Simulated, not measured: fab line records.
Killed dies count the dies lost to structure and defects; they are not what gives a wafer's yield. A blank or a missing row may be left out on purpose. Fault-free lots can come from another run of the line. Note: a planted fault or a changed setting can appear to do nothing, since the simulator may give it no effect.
One fault through the eyes of 2 desks || flow n5Finfet || each desk holds nothing but its own numbers, with what lay behind them at the end

== THE TOOL OWNER'S DESK: pecvd-02 ==
The tool's own readings at N5_BEOL_M1_DEP_57 (deposits SiCN from 3MS/NH3, target thk 8 nm, time 14 s): means of the sampled wafers that have a number, for each lot that ran on this tool. Any lot whose mean is over 4 standard deviations away from the usual mean is out of limits and marked OUT; that distance is given in the brackets.
Columns: A = rfFwdPowerW at N5_BEOL_M1_DEP_57, usual 199.8 W; B = showerheadPlenumPTorr at N5_BEOL_M1_DEP_57, usual 3.662 Torr; C = throttleValvePct at N5_BEOL_M1_DEP_57, usual 8.9 %
{"lot": "L324", "first seen here": "day 6 21:11", "A": 200.2, "B": 3.653, "C": 9.1}
{"lot": "L344", "first seen here": "day 12 08:13", "A": 200.0, "B": 3.656, "C": 8.4}
{"lot": "L346", "first seen here": "day 12 20:22", "A": 199.3, "B": 3.665, "C": 9.4}
This desk found nothing out of limits on any of the 3 lots.

== METROLOGY DESK ==
What the gauges read, lot by lot, whatever tool the lot ran on: means of the sampled wafers that have a number. Any lot whose mean is over 4 standard deviations away from the usual mean is out of limits and marked OUT; that distance is given in the brackets. Only the readings that lie furthest out on some lot appear, 7 of the 12 it has.
Columns: A = M1_RS at N5_BEOL_M1_RS_MEAS_58, usual 0.68 ohm/sq; B = DIBL_P at N5_BEOL_M4_RC_MEAS_101, usual 34.9 mV/V; C = IOFF_N at N5_BEOL_M4_RC_MEAS_101, usual 0.143 nA/um; D = IOFF_P at N5_BEOL_M4_RC_MEAS_101, usual 0.21 nA/um; E = ION_N at N5_BEOL_M4_RC_MEAS_101, usual 671 uA/um; F = VT_N at N5_BEOL_M4_RC_MEAS_101, usual 251 mV; G = VT_P at N5_BEOL_M4_RC_MEAS_101, usual -250 mV
{"lot": "L324", "first seen here": "day 6 20:59", "A": 0.67, "B": 36.5, "C": 0.180, "D": 0.24, "E": 691, "F": 247, "G": -244}
{"lot": "L327", "first seen here": "day 7 17:06", "A": 0.65, "B": 32.3, "C": 0.119, "D": 0.16, "E": 663, "F": 253, "G": -256}
{"lot": "L335", "first seen here": "day 9 09:13", "A": 0.67, "B": 33.3, "C": 0.118, "D": 0.16, "E": 668, "F": 255, "G": -256}
{"lot": "L337", "first seen here": "day 10 04:00", "A": 0.73, "B": 34.2, "C": 0.124, "D": 0.19, "E": 670, "F": 253, "G": -252}
{"lot": "L344", "first seen here": "day 12 08:01", "A": 0.65, "B": 36.2, "C": 0.147, "D": 0.22, "E": 672, "F": 250, "G": -248}
{"lot": "L346", "first seen here": "day 12 20:11", "A": 0.66, "B": 36.1, "C": 0.159, "D": 0.26, "E": 672, "F": 252, "G": -244}
This desk found nothing out of limits on any of the 6 lots.

== TAKEN TOGETHER ==
The tool owner's desk saw nothing out of limits.
From the metrology desk's view, nothing was out of limits.

== WHAT HAD BEEN PUT IN BY THE SIMULATOR ==
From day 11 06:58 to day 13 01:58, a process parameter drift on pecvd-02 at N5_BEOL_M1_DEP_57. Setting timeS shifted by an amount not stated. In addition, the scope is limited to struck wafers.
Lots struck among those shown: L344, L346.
